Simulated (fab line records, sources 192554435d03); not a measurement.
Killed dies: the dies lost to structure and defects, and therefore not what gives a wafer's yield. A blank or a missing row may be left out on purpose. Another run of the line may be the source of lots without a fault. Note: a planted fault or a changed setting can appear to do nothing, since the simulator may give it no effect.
fab line records | flow n5Finfet
record: lots: 11 wafers: 33 lastDay: 17
route steps=1938 shown BEOL_M4@1086 BEOL_M5@1113
lots that met no fault: from a run of the same line without faults
startH: the number of hours between the record's first day and the start of the first shown wafer of the lot | waitH: how many hours have passed since the lot's step before this one | " unchanged from the row above | L1.1+2: a single row standing in for several wafers | - no value, or no start given | * or withheld: withheld | < > ~ a bound
route shown NAME@n: names a module that has steps shown in the file, with the first one's number in the route | usual: the fault-free wafers' mean and standard deviation | same: alike in all rows | chamber/n: place in a boat | sites: the reading at each site | _std_site: their standard deviation | _edge_site: inner sites' mean taken away from outer sites' mean | radiusMm: how far each site lies from the wafer's centre | mask NAME#n: copy n | behind: the last tool/chamber to shape the wafer | hold: why the lot was held/for how many hours/how that ended | device: the n, p or np transistor that did not switch | end of line: tests run on the same wafers once the route is complete | a step with no rows: only its recipe | killed: the dies lost at the first sort to structure and to defects; this is not the yield of the wafer | map: dies across one wafer; x = killed, . = not, _ = none there
set.NAME: the setting that was run; set.NAME@STEP: the one run at that earlier step | model.NAME: the simulator's own value behind a step, which no gauge read
one table for each step of the route and one row for each wafer, over a sample of lots
services: from which hour (startH, from the record's first day; less than 0 if before it) a tool's chamber was out of use, for how many hours, and why
== steps ==
step: N5_BEOL_M4_SPUTTER_79
recipe: material: Cu targetThkA: 45 tempC: -20 chamberPressurePa: 0.07 powerW: withheld timeS: 8.29
usual: throttleValvePct: 29.8/1.2
columns lot.wafer tool chamber startH waitH throttleValvePct
L675.2 pvdSputter-03 - 182.24 0.1 29.4
L675.5 " - " " 30.3
L675.6 " - " " 29.2
L676.2 pvdSputter-02 - 192.37 0.1 31.2
L676.4 " - " " 28.3
L676.6 " - " " 28.2
L678.2 pvdSputter-03 - 203.35 0.1 29.0
L678.3 " - " " 30.3
L678.4 " - " " 29.3
L679.2 pvdSputter-03 - 206.51 0.1 30.1
L679.4 " - " " 30.1
L679.6 " - " " 28.9
L681.2 pvdSputter-03 - 233.92 0.1 30.2
L681.5 " - " " 30.5
L681.6 " - " " 29.0
L684.1 pvdSputter-03 - 237.44 0.1 30.5
L684.2 " - " " 30.3
L684.6 " - " " 29.2
L686.1 pvdSputter-01 - 239.10 0.1 30.9
L686.5 " - " " 30.9
L686.6 " - " " 32.0
L685.2 pvdSputter-03 - 246.92 0.1 30.0
L685.3 " - " " 30.5
L685.6 " - " " 30.2
L692.1 pvdSputter-02 - 278.21 0.1 29.9
L692.2 " - " " 29.5
L692.5 " - " " 31.2
L693.1 pvdSputter-02 - 295.48 0.1 29.4
L693.5 " - " " 29.8
L693.6 " - " " 29.5
L696.2 pvdSputter-03 - 307.29 0.1 30.2
L696.4 " - " " 29.2
L696.5 " - " " 29.2
step: N5_BEOL_M4_SPUTTER_86
recipe: material: Cu targetThkA: 45 tempC: -20 chamberPressurePa: 0.07 powerW: withheld timeS: 8.29
usual: throttleValvePct: 29.8/1.2
columns lot.wafer tool chamber startH waitH throttleValvePct
L675.2 pvdSputter-03 - 182.68 0.1 29.5
L675.5 " - " " 30.2
L675.6 " - " " 29.6
L676.2 pvdSputter-02 - 192.81 0.1 31.2
L676.4 " - " " 28.3
L676.6 " - " " 28.3
L678.2 pvdSputter-03 - 203.79 0.1 29.1
L678.3 " - " " 30.5
L678.4 " - " " 29.4
L679.2 pvdSputter-03 - 206.95 0.1 30.2
L679.4 " - " " 30.3
L679.6 " - " " 28.9
L681.2 pvdSputter-03 - 234.36 0.1 30.2
L681.5 " - " " 30.4
L681.6 " - " " 28.9
L684.1 pvdSputter-03 - 237.88 0.1 30.5
L684.2 " - " " 30.3
L684.6 " - " " 29.3
L686.1 pvdSputter-01 - 239.54 0.1 31.2
L686.5 " - " " 31.2
L686.6 " - " " 31.7
L685.2 pvdSputter-03 - 247.36 0.1 30.3
L685.3 " - " " 30.5
L685.6 " - " " 30.3
L692.1 pvdSputter-02 - 278.65 0.1 30.1
L692.2 " - " " 29.5
L692.5 " - " " 31.3
L693.1 pvdSputter-02 - 295.92 0.1 29.4
L693.5 " - " " 30.0
L693.6 " - " " 29.5
L696.2 pvdSputter-03 - 307.73 0.1 30.3
L696.4 " - " " 29.2
L696.5 " - " " 29.0
step: N5_BEOL_M4_CO_CAP_55
recipe: material: Co targetThkA: 20 tempC: 200 precursor: CCTBA/H2 pressureTorr: 30 timeS: 102.1
usual: heaterPowerW: 260/30 runLengthS: 124.9/0.58
columns lot.wafer tool chamber startH waitH heaterPowerW runLengthS sinceWetCleanH
L675.2 cvdCo-01 1 184.64 0.0 231 125.2 1163
L675.5 " 2 " " 287 124.3 -
L675.6 " 1 " " 224 125.4 -
L676.2 cvdCo-01 0 194.78 0.0 228 125.0 736
L676.4 " 0 " " 232 125.1 -
L676.6 " 1 " " 234 125.3 -
L678.2 cvdCo-01 2 206.09 0.0 278 123.9 288
L678.3 " 1 " " 235 125.2 1185
L678.4 " 1 " " 229 125.5 -
L679.2 cvdCo-01 2 209.13 0.0 287 124.4 291
L679.4 " 0 " " 230 124.7 -
L679.6 " 2 " " 289 124.9 -
L681.2 cvdCo-01 0 236.32 0.0 228 124.9 778
L681.5 " 0 " " 230 125.1 -
L681.6 " 1 " " 230 125.4 -
L684.1 cvdCo-01 0 239.94 0.0 230 124.9 781
L684.2 " 2 " " 295 123.8 322
L684.6 " 0 " " 230 125.1 -
L686.1 cvdCo-02 2 241.50 0.0 272 124.0 542
L686.5 " 1 " " 248 125.6 -
L686.6 " 2 " " 265 123.9 -
L685.2 cvdCo-01 1 249.33 0.0 228 125.5 1228
L685.3 " 0 " " 232 125.9 791
L685.6 " 1 " " 226 126.0 -
L692.1 cvdCo-01 2 280.62 0.0 286 179.3 363
L692.2 " 0 " " 233 179.7 822
L692.5 " 0 " " 224 180.1 -
L693.1 cvdCo-01 1 298.16 0.0 226 180.0 1277
L693.5 " 2 " " 280 179.1 -
L693.6 " 0 " " 225 179.7 -
L696.2 cvdCo-02 1 309.69 0.0 246 125.4 173
L696.4 " 1 " " 242 125.1 -
L696.5 " 2 " " 262 124.0 -
step: N5_BEOL_M4_RC_MEAS_101
usual: DIBL_N: 36.9/1.6 DIBL_P: 37.1/2 IOFF_N: 0.17/0.032 IOFF_P: 0.22/0.036 ION_N: 674/12 ION_P: 463/7.8 SS_N: 71.7/0.63 SS_P: 73.5/0.62 VT_N: 249/3.3 VT_P: -250/3.5
columns lot.wafer tool chamber startH waitH DIBL_N[mV/V] DIBL_P[mV/V] IOFF_N[nA/um] IOFF_P[nA/um] ION_N[uA/um] ION_P[uA/um] SS_N[mV/dec] SS_P[mV/dec] VT_N[mV] VT_P[mV]
L675.2 prober-01 0 185.03 0.2 37.0 37.2 0.15 0.19 652 448 70.9 74.1 251 -257
L675.5 " 0 " " 37.6 38.0 0.16 0.21 668 462 71.8 74.3 252 -253
L675.6 " 0 " " 38.1 38.1 0.16 0.20 663 453 71.5 73.8 252 -253
L676.2 prober-01 0 195.17 0.2 38.6 39.4 0.20 0.29 679 469 71.8 74.3 247 -246
L676.4 " 0 " " 36.9 39.0 0.18 0.29 689 474 72.1 73.9 249 -246
L676.6 " 0 " " 35.1 35.2 0.14 0.21 664 464 71.2 73.3 252 -248
L678.2 prober-02 0 206.48 0.2 34.2 32.1 0.12 0.15 660 453 70.8 73.2 254 -257
L678.3 " 0 " " 35.7 35.6 0.14 0.20 669 458 70.7 73.9 252 -251
L678.4 " 0 " " 35.4 34.8 0.14 0.19 672 463 70.8 72.8 251 -253
L679.2 prober-01 0 209.52 0.2 34.4 35.1 0.13 0.20 658 452 70.9 72.9 252 -250
L679.4 " 0 " " 36.5 37.8 0.17 0.25 667 463 71.6 73.6 248 -246
L679.6 " 0 " " 37.6 37.8 0.18 0.25 674 464 72.0 73.8 247 -245
L681.2 prober-01 0 236.71 0.2 35.6 37.6 0.16 0.21 676 466 71.0 73.9 250 -249
L681.5 " 0 " " 35.7 37.9 0.16 0.22 674 458 71.9 73.2 250 -252
L681.6 " 0 " " 34.7 36.8 0.14 0.20 659 459 71.3 72.9 254 -252
L684.1 prober-02 0 240.17 0.0 39.5 37.4 0.17 0.19 668 444 72.3 73.3 248 -253
L684.2 " 0 " " 39.5 37.6 0.18 0.20 687 466 72.0 74.1 247 -252
L684.6 " 0 " " 37.1 34.6 0.13 0.15 661 450 71.7 72.9 255 -258
L686.1 prober-01 0 241.76 0.0 37.2 38.2 0.17 0.24 681 473 71.6 73.7 248 -249
L686.5 " 0 " " 36.7 37.3 0.16 0.22 685 474 71.9 72.7 249 -252
L686.6 " 0 " " 38.8 38.7 0.20 0.25 680 455 72.4 73.4 246 -249
L685.2 prober-01 0 249.72 0.2 33.2 33.8 0.11 0.13 658 451 71.9 72.2 258 -257
L685.3 " 0 " " 34.9 38.0 0.13 0.19 650 451 71.8 72.7 258 -253
L685.6 " 0 " " 34.9 36.9 0.14 0.17 664 457 71.5 72.2 252 -254
L692.1 prober-01 0 280.97 0.1 36.1 33.3 0.14 0.20 668 458 70.9 72.6 251 -249
L692.2 " 0 " " 41.5 40.4 0.26 0.34 700 481 71.9 74.8 243 -241
L692.5 " 0 " " 36.2 33.7 0.14 0.20 674 465 71.4 72.5 251 -247
L693.1 prober-02 0 298.40 0.0 38.9 36.3 0.19 0.25 672 465 73.1 74.1 250 -247
L693.5 " 0 " " 36.9 34.8 0.15 0.23 674 463 71.7 74.1 251 -249
L693.6 " 0 " " 35.1 33.3 0.13 0.20 666 462 71.1 73.0 253 -250
L696.2 prober-01 0 310.08 0.2 36.4 37.4 0.16 0.24 676 469 71.2 73.3 247 -245
L696.4 " 0 " " 37.4 38.7 0.17 0.25 677 467 70.5 73.9 249 -247
L696.5 " 0 " " 34.4 35.7 0.12 0.21 664 467 71.0 72.7 255 -249
step: N5_BEOL_M5_CURE_79
recipe: tempC: 385 timeS: 240 ambient: He/Ar material: SiCOH_lowk
usual: lampPowerPct: 52.31/0.052 wafer_temp_C_max: 387.0/0.65
columns lot.wafer tool chamber startH waitH lampPowerPct wafer_temp_C_max
L675.2 uvCure-03 0 185.98 0.1 52.33 386.9
L675.5 " 0 " " 52.31 386.9
L675.6 " 0 " " 52.26 386.6
L676.2 uvCure-03 0 196.12 0.1 52.28 387.2
L676.4 " 0 " " 52.27 386.8
L676.6 " 0 " " 52.29 386.6
L678.2 uvCure-02 2 207.43 0.1 52.33 386.3
L678.3 " 2 " " 52.21 386.5
L678.4 " 2 " " 52.40 386.5
L679.2 uvCure-03 1 210.47 0.1 52.25 387.1
L679.4 " 1 " " 52.30 386.8
L679.6 " 1 " " 52.42 387.5
L681.2 uvCure-01 1 237.66 0.1 52.28 386.3
L681.5 " 1 " " 52.30 387.5
L681.6 " 1 " " 52.41 387.1
L684.1 uvCure-02 2 241.24 0.1 52.25 386.6
L684.2 " 2 " " 52.37 386.9
L684.6 " 2 " " 52.32 386.6
L686.1 uvCure-02 2 242.79 0.0 52.35 386.2
L686.5 " 2 " " 52.24 386.6
L686.6 " 2 " " 52.28 386.7
L685.2 uvCure-03 0 250.67 0.1 52.28 386.6
L685.3 " 0 " " 52.22 386.3
L685.6 " 0 " " 52.21 386.3
L692.1 uvCure-01 2 281.99 0.0 52.34 387.3
L692.2 " 2 " " 52.37 388.3
L692.5 " 2 " " 52.41 387.6
L693.1 uvCure-03 1 299.42 0.0 52.33 387.3
L693.5 " 1 " " 52.28 386.7
L693.6 " 1 " " 52.37 388.0
L696.2 uvCure-01 2 311.28 0.4 52.24 388.4
L696.4 " 2 " " 52.32 387.7
L696.5 " 2 " " 52.24 387.6
== services ==
columns tool chamber startH hours kind
uvCure-01 - 158.94 2.8 pm
uvCure-03 - 161.19 14.6 pm
pvdSputter-01 - 175.05 0.9 repair
uvCure-01 - 226.08 0.4 repair
cvdCo-02 - 269.69 4.1 repair
uvCure-01 - 282.71 22.2 repair
cvdCo-02 1 282.97 11.8 repair
== key ==
firstSign: step: N5_BEOL_M4_CO_CAP_55 reading: runLengthS direction: up sigmas: 94 usual: * struck: *
effect none on later readings
metAt N5_BEOL_M4_CO_CAP_55
struckLots L692,L693
notActingAt N5_BEOL_M4_SPUTTER_79,N5_BEOL_M4_SPUTTER_86,N5_BEOL_M5_CURE_79
onsetBetween 249.33 280.62
fault: kind: processParameterDrift tool: cvdCo-01 chamber: - onsetH: 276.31 steps: N5_BEOL_M4_CO_CAP_55 channel: timeS offset: * shape: step endH: 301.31 actsIn: * stated: *
